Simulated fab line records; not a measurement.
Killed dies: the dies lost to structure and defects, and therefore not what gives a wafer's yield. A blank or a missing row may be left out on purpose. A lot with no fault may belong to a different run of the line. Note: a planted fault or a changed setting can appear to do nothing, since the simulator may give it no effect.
fab line records    flow n5Finfet    part 1 of 2: steps 1 to 24 of 31
record: lots: 5  wafers: 15  lastDay: 19
route steps=1938 shown BEOL_M5@1182 BEOL_M6@1194
lots that met no fault: from a run of the same line without faults
startH: start of the lot's first displayed wafer, in hours after the record's first day    waitH: time in hours since the lot's previous step    " the same as in the row above    L1.1+2: several wafers, shown together as one row    - no value, or no start was given    * or withheld: withheld    < > ~ a bound
route shown NAME@n: names a module that has steps shown in the file, with the first one's number in the route    usual: average and standard deviation across the fault-free wafers    same: alike in all rows    chamber/n: place in a boat    sites: per-site readings    _std_site: how widely they spread, as a standard deviation    _edge_site: the outer-site mean with the inner-site mean subtracted    radiusMm: for every site, how far away it sits from the centre of the wafer    mask NAME#n: copy n    behind: tool/chamber where the wafer was last shaped    hold: cause of the lot's hold/its duration in hours/its outcome    device: which transistor (n, p or np) failed to switch    end of line: at the end of the route, the tests of the same wafers    for a step that has no rows: nothing shown but its recipe    killed: count of dies lost to structure and defects at first sort (not the wafer's yield)    map: shows each die of a wafer: x if killed, . if not, _ if none is there
set.NAME: setting as actually run; set.NAME@STEP: the setting as run at that earlier step    model.NAME: the simulator's own value behind a step, which no gauge read
a table for each step, a row for each wafer; lots at some steps of the route
services: when a tool's chamber went out of use (startH, in hours from the record's first day, below 0 if earlier), for how many hours, and the reason
== steps ==
step: N5_BEOL_M5_ANNEAL_89
recipe: tempC: 400  timeS: 1800  ambient: vacuum
usual: heaterPowerW: 830/130
lot.wafer  tool           chamber  startH  waitH  heaterPowerW
L081.1     pvdSputter-01  -        246.49  0.0    860
L081.4     "              -        "       "      911
L081.6     "              -        "       "      861
L080.3     pvdSputter-01  -        254.67  0.0    873
L080.4     "              -        "       "      849
L080.5     "              -        "       "      900
L087.3     pvdSputter-01  -        294.01  0.0    550
L087.4     "              -        "       "      907
L087.5     "              -        "       "      559
L095.2     pvdSputter-03  -        347.64  0.0    951
L095.3     "              -        "       "      842
L095.6     "              -        "       "      817
L094.4     pvdSputter-02  -        347.79  0.0    822
L094.5     "              -        "       "      1028
L094.6     "              -        "       "      800
step: N5_BEOL_M5_SPUTTER_90
recipe: material: Cu  targetThkA: 45  tempC: -20  chamberPressurePa: 0.07  powerW: withheld  timeS: 8.29
usual: throttleValvePct: 30.8/0.98
lot.wafer  tool           chamber  startH  waitH  throttleValvePct
L081.1     pvdSputter-01  -        247.49  0.5    30.5
L081.4     "              -        "       "      30.7
L081.6     "              -        "       "      30.8
L080.3     pvdSputter-01  -        255.67  0.5    31.1
L080.4     "              -        "       "      32.4
L080.5     "              -        "       "      30.6
L087.3     pvdSputter-01  -        295.01  0.5    29.8
L087.4     "              -        "       "      30.5
L087.5     "              -        "       "      29.4
L095.2     pvdSputter-03  -        348.65  0.5    31.3
L095.3     "              -        "       "      30.5
L095.6     "              -        "       "      30.5
L094.4     pvdSputter-02  -        348.79  0.5    32.3
L094.5     "              -        "       "      30.0
L094.6     "              -        "       "      32.1
step: N5_BEOL_M5_ECD_50
recipe: material: Cu  targetThkA: 3000
lot.wafer   tool      chamber  startH  waitH
L081.1+4+6  ecdCu-02  1,0,1    247.61  0.1
L080.3+4+5  ecdCu-02  1,0,1    255.81  0.1
L087.3+4+5  ecdCu-01  1,0,1    295.15  0.1
L095.2+3+6  ecdCu-01  1,0,0    348.77  0.1
L094.4+5+6  ecdCu-02  0,0,1    348.93  0.1
step: N5_BEOL_M5_ANNEAL_51
recipe: tempC: 225  timeS: 90  ambient: N2
usual: wafer_temp_C_max: 226.1/0.31
lot.wafer  tool          chamber  startH  waitH  wafer_temp_C_max
L081.1     rtpAnneal-02  0        249.46  1.8    226.4
L081.4     "             0        "       "      226.2
L081.6     "             0        "       "      226.5
L080.3     rtpAnneal-02  0        256.63  0.8    226.2
L080.4     "             0        "       "      226.2
L080.5     "             0        "       "      226.8
L087.3     rtpAnneal-01  0        295.31  0.1    226.0
L087.4     "             0        "       "      226.0
L087.5     "             0        "       "      226.1
L095.2     rtpAnneal-02  0        348.90  0.1    226.3
L095.3     "             0        "       "      226.3
L095.6     "             0        "       "      226.3
L094.4     rtpAnneal-01  0        349.14  0.2    226.4
L094.5     "             0        "       "      226.5
L094.6     "             0        "       "      225.9
step: N5_BEOL_M5_CMP_52
recipe: stopOn: SiCOH_lowk  tOverpolishS: 6.9  downForcePsi: 1  platenRpm: 50  clearingPlatenDownForcePsi: 1.5  clearingPlatenRpm: 50  postCmpClean: cuAlkaline  targetThkNm: 62  clearingPlatenPadVelocityMS: 0.99484  padVelocityMS: 0.99484
usual: barrierFieldEndpointS: 24.6/0.56  motorCurrentA: 6.0/0.77  overpolishRunS: 6.899/0.0091  timeToEndpointS: 61.8/2.5
lot.wafer  tool    chamber  startH  waitH  barrierFieldEndpointS  motorCurrentA  overpolishRunS  timeToEndpointS
L081.1     cmp-02  1        249.75  0.3    24.4                   5.3            6.890           59.6
L081.4     "       2        "       "      24.8                   5.4            6.911           61.4
L081.6     "       1        "       "      25.4                   4.9            6.897           64.4
L080.3     cmp-04  0        256.83  0.2    23.9                   4.8            6.904           60.7
L080.4     "       2        "       "      24.5                   5.9            6.897           59.2
L080.5     "       0        "       "      24.9                   4.9            6.904           61.1
L087.4     cmp-02  0        295.55  0.2    25.1                   6.6            6.901           64.5
L087.3     "       2        "       "      24.9                   5.9            6.889           59.7
L087.5     "       3        "       "      24.9                   6.3            6.904           62.8
L095.2     cmp-03  2        349.15  0.2    25.5                   6.1            6.906           64.3
L095.3     "       1        "       "      24.2                   5.8            6.895           62.0
L095.6     "       3        "       "      25.1                   4.8            6.892           64.1
L094.4     cmp-04  3        349.39  0.2    24.1                   6.7            6.890           61.5
L094.6     "       1        "       "      24.2                   6.2            6.878           63.2
L094.5     "       2        "       "      24.7                   5.9            6.888           62.8
step: N5_BEOL_M5_THK_MEAS_53
recipe: thkMeasGauge: xrf  reads: Cu_of_BEOL_M5_ECD_50
usual: M5_THK: 61.1/1.5
lot.wafer  tool          chamber  startH  waitH  M5_THK[nm]
L081.1     filmMetro-01  -        250.05  -      62.3
L081.4     "             -        "       "      58.8
L081.6     "             -        "       "      60.1
L080.3     filmMetro-01  -        257.13  -      60.2
L080.4     "             -        "       "      57.2
L080.5     "             -        "       "      60.2
L087.3     filmMetro-02  -        295.81  -      59.7
L087.4     "             -        "       "      60.5
L087.5     "             -        "       "      59.3
L095.2     filmMetro-02  -        349.44  -      60.8
L095.3     "             -        "       "      63.6
L095.6     "             -        "       "      62.2
L094.4     filmMetro-02  -        349.61  -      63.1
L094.5     "             -        "       "      60.4
L094.6     "             -        "       "      61.1
step: N5_BEOL_M5_PRE_CLEAN_77
recipe: gas: NH3/H2  timeS: 15  tempC: *  rfPowerW: 300
usual: heaterPowerW: 84/13
lot.wafer  tool      chamber  startH  waitH  heaterPowerW
L081.1     cvdCo-01  1        250.09  0.0    83
L081.4     "         1        "       "      82
L081.6     "         0        "       "      107
L080.3     cvdCo-02  1        257.17  0.0    85
L080.4     "         2        "       "      67
L080.5     "         0        "       "      82
L087.3     cvdCo-01  0        295.85  0.0    107
L087.4     "         0        "       "      112
L087.5     "         2        "       "      80
L095.2     cvdCo-02  0        349.48  0.0    82
L095.3     "         1        "       "      88
L095.6     "         2        "       "      68
L094.4     cvdCo-02  2        349.66  0.1    69
L094.5     "         0        "       "      82
L094.6     "         1        "       "      88
step: N5_BEOL_M5_CO_CAP_78
recipe: material: Co  targetThkA: 20  tempC: 200  precursor: CCTBA/H2  pressureTorr: 30  timeS: 102.1
usual: chamberPressureTorr: 29.99/0.066  heaterPowerW: 235/17
lot.wafer  tool      chamber  startH  waitH  chamberPressureTorr  heaterPowerW
L081.1     cvdCo-01  1        250.13  0.0    29.96                231
L081.4     "         1        "       "      30.13                233
L081.6     "         0        "       "      30.05                268
L080.3     cvdCo-02  1        257.21  0.0    30.00                243
L080.4     "         2        "       "      30.01                211
L080.5     "         0        "       "      30.06                233
L087.3     cvdCo-01  0        295.89  0.0    29.97                265
L087.4     "         0        "       "      29.98                269
L087.5     "         2        "       "      30.03                228
L095.2     cvdCo-02  0        349.52  0.0    29.92                233
L095.3     "         1        "       "      30.03                237
L095.6     "         2        "       "      30.05                217
L094.4     cvdCo-02  2        349.72  0.0    29.98                215
L094.5     "         0        "       "      29.95                229
L094.6     "         1        "       "      30.05                253
step: N5_BEOL_M5_PRE_CLEAN_55
recipe: gas: NH3  timeS: 15  tempC: withheld  rfPowerW: 300
lot.wafer   tool      chamber  startH  waitH
L081.1+4+6  pecvd-02  1,0,1    250.22  0.1
L080.3+4+5  pecvd-01  1,0,2    257.30  0.1
L087.3+4+5  pecvd-01  2,2,0    295.98  0.1
L095.2+3+6  pecvd-01  1,0,2    349.61  0.1
L094.4+5+6  pecvd-04  2,1,0    349.79  0.0
step: N5_BEOL_M5_DEP_56
recipe: material: SiCN  targetThkA: 80  tempC: withheld  precursor: 3MS/NH3  pressureTorr: 3  rfW: 202  timeS: 14
usual: chamberPressureTorr: 3.000/0.0065  showerheadPlenumPTorr: 3.663/0.013  throttleValvePct: 9.0/0.48
lot.wafer  tool      chamber  startH  waitH  chamberPressureTorr  showerheadPlenumPTorr  throttleValvePct
L081.1     pecvd-02  1        250.24  0.0    2.998                3.664                  8.8
L081.4     "         0        "       "      3.010                3.657                  9.8
L081.6     "         1        "       "      2.999                3.664                  8.6
L080.3     pecvd-01  1        257.32  0.0    3.002                3.662                  9.5
L080.4     "         0        "       "      3.005                3.668                  8.6
L080.5     "         2        "       "      3.012                3.676                  8.1
L087.3     pecvd-01  2        296.00  0.0    2.995                3.682                  8.3
L087.4     "         2        "       "      2.990                3.676                  8.4
L087.5     "         0        "       "      3.002                3.667                  8.7
L095.2     pecvd-01  1        349.64  0.0    2.999                3.659                  9.4
L095.3     "         0        "       "      3.007                3.660                  8.5
L095.6     "         2        "       "      2.995                3.677                  8.5
L094.4     pecvd-04  2        349.82  0.0    2.995                3.673                  9.2
L094.5     "         1        "       "      2.995                3.681                  9.4
L094.6     "         0        "       "      2.999                3.641                  9.2
step: N5_BEOL_M5_RS_MEAS_57
recipe: thkMeasGauge: four-point-probe  reads: Co_of_BEOL_M5_CO_CAP_78+Cu_of_BEOL_M5_ECD_50+Co_of_BEOL_M5_CVD_47+TaN_of_BEOL_M5_ALD_86
usual: M5_RS: 0.390/0.011
lot.wafer  tool          chamber  startH  waitH  M5_RS[ohm/sq]
L081.1     filmMetro-02  -        250.31  0.0    0.382
L081.4     "             -        "       "      0.411
L081.6     "             -        "       "      0.398
L080.3     filmMetro-02  -        257.39  0.1    0.398
L080.4     "             -        "       "      0.422
L080.5     "             -        "       "      0.397
L087.3     filmMetro-02  -        296.07  0.1    0.399
L087.4     "             -        "       "      0.392
L087.5     "             -        "       "      0.401
L095.2     filmMetro-02  -        349.70  0.1    0.398
L095.3     "             -        "       "      0.375
L095.6     "             -        "       "      0.386
L094.4     filmMetro-02  -        349.87  0.0    0.372
L094.5     "             -        "       "      0.395
L094.6     "             -        "       "      0.391
step: N5_BEOL_M5_INSPECT_58
recipe: inspectInstrument: darkfield  mode: postDep
usual: rawDefectCount: 70/19
lot.wafer  tool              chamber  startH  waitH  rawDefectCount
L081.1     defectInspect-01  -        250.33  0.0    95
L081.4     "                 -        "       "      69
L081.6     "                 -        "       "      69
L080.3     defectInspect-02  -        257.42  0.0    98
L080.4     "                 -        "       "      64
L080.5     "                 -        "       "      72
L087.3     defectInspect-01  -        296.10  0.0    44
L087.4     "                 -        "       "      52
L087.5     "                 -        "       "      46
L095.2     defectInspect-02  -        349.73  0.0    67
L095.3     "                 -        "       "      73
L095.6     "                 -        "       "      82
L094.4     defectInspect-02  -        349.89  0.0    82
L094.5     "                 -        "       "      68
L094.6     "                 -        "       "      61
step: N5_BEOL_M6_ILD_DEP_00
recipe: material: SiCOH_lowk  targetThkA: 1797.5  tempC: 300  precursor: DEMS/porogen  pressureTorr: 5  rfW: 500  timeS: 33.4
usual: chamberPressureTorr: 4.998/0.01  heaterPowerW: 286/41  showerheadPlenumPTorr: 5.744/0.013  throttleValvePct: 14.0/0.79
lot.wafer  tool      chamber  startH  waitH  chamberPressureTorr  heaterPowerW  showerheadPlenumPTorr  throttleValvePct
L081.1     pecvd-01  2        250.37  0.0    4.995                220           5.751                  12.7
L081.4     "         1        "       "      4.982                302           5.737                  14.3
L081.6     "         0        "       "      4.985                325           5.727                  13.6
L080.3     pecvd-03  1        257.45  0.0    4.997                262           5.746                  13.9
L080.4     "         0        "       "      5.016                325           5.754                  15.0
L080.5     "         1        "       "      5.007                257           5.751                  13.7
L087.3     pecvd-04  2        296.13  0.0    5.009                301           5.735                  13.7
L087.4     "         2        "       "      5.002                235           5.733                  14.0
L087.5     "         0        "       "      4.999                254           5.719                  14.1
L095.2     pecvd-03  1        349.77  0.0    5.023                262           5.755                  13.9
L095.3     "         2        "       "      5.002                299           5.740                  12.6
L095.6     "         2        "       "      4.991                231           5.761                  12.7
L094.4     pecvd-03  1        349.95  0.1    5.003                274           5.738                  13.7
L094.5     "         2        "       "      5.003                292           5.736                  12.6
L094.6     "         0        "       "      5.007                352           5.749                  15.3
step: N5_BEOL_M6_CURE_74
recipe: tempC: 385  timeS: 240  ambient: He/Ar  material: SiCOH_lowk
usual: lampPowerPct: 52.31/0.048  wafer_temp_C_max: 386.9/0.5
lot.wafer  tool       chamber  startH  waitH  lampPowerPct  wafer_temp_C_max
L081.1     uvCure-03  1        250.44  0.0    52.25         386.8
L081.4     "          1        "       "      52.40         387.2
L081.6     "          1        "       "      52.25         387.2
L080.3     uvCure-02  1        257.78  0.3    52.27         386.8
L080.4     "          1        "       "      52.25         387.4
L080.5     "          1        "       "      52.30         387.3
L087.3     uvCure-01  2        296.36  0.2    52.24         387.0
L087.4     "          2        "       "      52.33         387.4
L087.5     "          2        "       "      52.30         387.5
L095.2     uvCure-03  1        349.91  0.1    52.37         387.0
L095.3     "          1        "       "      52.28         387.2
L095.6     "          1        "       "      52.29         386.8
L094.4     uvCure-01  0        350.23  0.3    52.29         387.1
L094.5     "          0        "       "      52.27         386.8
L094.6     "          0        "       "      52.35         387.3
step: N5_BEOL_M6_THK_MEAS_01
recipe: reads: SiCOH_lowk_of_BEOL_M6_ILD_DEP_00
usual: M6_ILD_THK: 154.1/2.1
lot.wafer  tool          chamber  startH  waitH  M6_ILD_THK[nm]
L081.1     filmMetro-01  -        250.95  0.4    149.5
L081.4     "             -        "       "      152.9
L081.6     "             -        "       "      152.4
L080.3     filmMetro-01  -        258.14  0.3    154.3
L080.4     "             -        "       "      154.2
L080.5     "             -        "       "      157.4
L087.3     filmMetro-02  -        296.71  0.3    151.4
L087.4     "             -        "       "      155.6
L087.5     "             -        "       "      157.2
L095.2     filmMetro-01  -        350.34  0.4    152.0
L095.3     "             -        "       "      155.3
L095.6     "             -        "       "      155.6
L094.4     filmMetro-02  -        350.51  0.2    155.9
L094.5     "             -        "       "      156.4
L094.6     "             -        "       "      152.7
step: N5_BEOL_M6_PECVD_70
recipe: material: SiO2  targetThkA: 200  tempC: 400  precursor: TEOS/O2  pressureTorr: 5.5  rfW: 450  teosFlowSccm: 53.8  gas: O2  flowSccm: 3000  timeS: 22.7
usual: chamberPressureTorr: 5.500/0.011  heaterPowerW: 659/69  showerheadPlenumPTorr: 8.80/0.048  throttleValvePct: 22.2/1.2
lot.wafer  tool      chamber  startH  waitH  chamberPressureTorr  heaterPowerW  showerheadPlenumPTorr  throttleValvePct
L081.1     pecvd-01  0        250.99  0.0    5.474                791           8.77                   21.2
L081.4     "         2        "       "      5.499                626           8.84                   20.6
L081.6     "         1        "       "      5.485                723           8.78                   22.9
L080.3     pecvd-03  0        258.17  0.0    5.501                830           8.82                   24.5
L080.4     "         2        "       "      5.514                614           8.79                   20.0
L080.5     "         0        "       "      5.496                684           8.81                   24.5
L087.3     pecvd-04  2        296.75  0.0    5.492                584           8.82                   22.6
L087.4     "         2        "       "      5.496                593           8.83                   22.6
L087.5     "         0        "       "      5.493                580           8.69                   22.7
L095.2     pecvd-01  1        350.38  0.0    5.484                638           8.76                   23.1
L095.3     "         2        "       "      5.508                628           8.84                   20.8
L095.6     "         1        "       "      5.505                644           8.76                   22.8
L094.4     pecvd-04  2        350.56  0.1    5.497                673           8.85                   23.0
L094.5     "         1        "       "      5.509                718           8.84                   23.4
L094.6     "         0        "       "      5.505                591           8.69                   22.3
step: N5_BEOL_M6_HM_DEP_02
recipe: material: TiN  targetThkA: 200  tempC: 25  chamberPressurePa: 0.49996
usual: throttleValvePct: 30.8/0.97
lot.wafer  tool           chamber  startH  waitH  throttleValvePct
L081.1     pvdSputter-02  -        251.04  0.0    32.4
L081.4     "              -        "       "      30.4
L081.6     "              -        "       "      32.4
L080.3     pvdSputter-02  -        262.53  4.3    31.6
L080.4     "              -        "       "      32.6
L080.5     "              -        "       "      30.1
L087.3     pvdSputter-03  -        297.10  0.3    28.9
L087.4     "              -        "       "      30.4
L087.5     "              -        "       "      30.6
L095.2     pvdSputter-02  -        350.44  0.0    30.1
L095.3     "              -        "       "      31.5
L095.6     "              -        "       "      32.2
L094.4     pvdSputter-01  -        350.63  0.1    29.6
L094.5     "              -        "       "      30.8
L094.6     "              -        "       "      31.0
step: N5_BEOL_M6_COAT_59
recipe: resist: SOC  tempC: 250  timeS: 60  spinRpm: 1500  resistThkNm: 100
usual: exhaustPa: 44.9/0.86
lot.wafer  tool           chamber  startH  waitH  exhaustPa
L081.1     lithoTrack-03  0        251.17  0.1    44.3
L081.4     "              0        "       "      44.6
L081.6     "              0        "       "      44.0
L080.3     lithoTrack-05  0        262.66  0.1    44.4
L080.4     "              0        "       "      44.2
L080.5     "              0        "       "      44.6
L087.3     lithoTrack-05  0        297.23  0.1    44.4
L087.4     "              0        "       "      44.9
L087.5     "              0        "       "      44.1
L095.2     lithoTrack-03  0        350.57  0.1    46.3
L095.3     "              0        "       "      45.9
L095.6     "              0        "       "      46.0
L094.4     lithoTrack-03  0        350.76  0.1    45.0
L094.5     "              0        "       "      44.5
L094.6     "              0        "       "      44.7
step: N5_BEOL_M6_COAT_60
recipe: resist: SiARC  tempC: 220  timeS: 60  spinRpm: 1500  resistThkNm: 35
usual: exhaustPa: 44.8/0.93
lot.wafer  tool           chamber  startH  waitH  exhaustPa
L081.1     lithoTrack-03  0        -       -      45.4
L081.4     "              0        "       "      45.6
L081.6     "              0        "       "      44.8
L080.3     lithoTrack-05  0        -       -      44.3
L080.4     "              0        "       "      45.8
L080.5     "              0        "       "      44.1
L087.3     lithoTrack-05  0        -       -      43.4
L087.4     "              0        "       "      44.1
L087.5     "              0        "       "      43.2
L095.2     lithoTrack-03  0        -       -      45.0
L095.3     "              0        "       "      45.4
L095.6     "              0        "       "      44.5
L094.4     lithoTrack-03  0        -       -      45.5
L094.5     "              0        "       "      44.1
L094.6     "              0        "       "      44.1
step: N5_BEOL_M6_COAT_05
recipe: resist: CAR-ArF  spinRpm: 1500  resistThkNm: 90
usual: exhaustPa: 45.0/0.84
lot.wafer  tool           chamber  startH  waitH  exhaustPa
L081.1     lithoTrack-03  0        -       -      44.7
L081.4     "              0        "       "      44.9
L081.6     "              0        "       "      45.0
L080.3     lithoTrack-05  0        -       -      43.4
L080.4     "              0        "       "      44.4
L080.5     "              0        "       "      44.2
L087.3     lithoTrack-05  0        -       -      44.3
L087.4     "              0        "       "      46.4
L087.5     "              0        "       "      45.8
L095.2     lithoTrack-03  0        -       -      45.1
L095.3     "              0        "       "      44.1
L095.6     "              0        "       "      44.1
L094.4     lithoTrack-03  0        -       -      45.5
L094.5     "              0        "       "      45.0
L094.6     "              0        "       "      45.6
step: N5_BEOL_M6_EBR_07
recipe: solvent: PGMEA  ebrWidthMm: 1.5
usual: exhaustPa: 44.9/1.1
lot.wafer  tool           chamber  startH  waitH  exhaustPa
L081.1     lithoTrack-03  0        -       -      44.1
L081.4     "              0        "       "      44.1
L081.6     "              0        "       "      44.4
L080.3     lithoTrack-05  0        -       -      44.9
L080.4     "              0        "       "      45.1
L080.5     "              0        "       "      44.8
L087.3     lithoTrack-05  0        -       -      43.7
L087.4     "              0        "       "      43.8
L087.5     "              0        "       "      43.6
L095.2     lithoTrack-03  0        -       -      46.3
L095.3     "              0        "       "      44.9
L095.6     "              0        "       "      45.8
L094.4     lithoTrack-03  0        -       -      44.2
L094.5     "              0        "       "      43.7
L094.6     "              0        "       "      43.7
step: N5_BEOL_M6_SOFTBAKE_06
recipe: tempC: 110  timeS: 60  resist: CAR-ArF
usual: exhaustPa: 44.8/0.91
lot.wafer  tool           chamber  startH  waitH  exhaustPa
L081.1     lithoTrack-03  0        -       -      43.9
L081.4     "              0        "       "      44.3
L081.6     "              0        "       "      45.6
L080.3     lithoTrack-05  0        -       -      46.8
L080.4     "              0        "       "      46.0
L080.5     "              0        "       "      46.2
L087.3     lithoTrack-05  0        -       -      45.1
L087.4     "              0        "       "      45.3
L087.5     "              0        "       "      44.1
L095.2     lithoTrack-03  0        -       -      45.0
L095.3     "              0        "       "      45.5
L095.6     "              0        "       "      44.1
L094.4     lithoTrack-03  0        -       -      44.4
L094.5     "              0        "       "      45.1
L094.6     "              0        "       "      45.0
step: N5_BEOL_M6_EXPOSE_08
recipe: maskId: M6  na: 1.35  sourceShape: dipole  sigmaInner: 0.817  sigmaOuter: 0.97  polarization: te  doseMj: 68.25
lot.wafer   tool            chamber  startH  waitH  mask
L081.1+4+6  arfiScanner-03  0        251.41  -      M6#0
L080.3+4+5  arfiScanner-03  0        262.79  -      M6#0
L087.3+4+5  arfiScanner-03  0        297.36  -      M6#0
L095.2+3+6  arfiScanner-01  0        350.82  -      M6#0
L094.4+5+6  arfiScanner-02  0        351.02  -      M6#0
step: N5_BEOL_M6_PEB_09
recipe: pebTempC: withheld  pebTimeS: 60  resist: CAR-ArF
usual: exhaustPa: 44.9/0.8
lot.wafer  tool           chamber  startH  waitH  exhaustPa
L081.1     lithoTrack-05  0        251.47  0.1    44.4
L081.4     "              0        "       "      44.1
L081.6     "              0        "       "      45.1
L080.3     lithoTrack-03  0        262.84  0.0    43.9
L080.4     "              0        "       "      45.0
L080.5     "              0        "       "      44.2
L087.3     lithoTrack-03  0        297.41  0.0    44.4
L087.4     "              0        "       "      44.7
L087.5     "              0        "       "      45.0
L095.2     lithoTrack-03  0        350.87  0.0    43.6
L095.3     "              0        "       "      45.5
L095.6     "              0        "       "      44.7
L094.4     lithoTrack-03  0        351.07  0.0    45.9
L094.5     "              0        "       "      44.6
L094.6     "              0        "       "      44.6
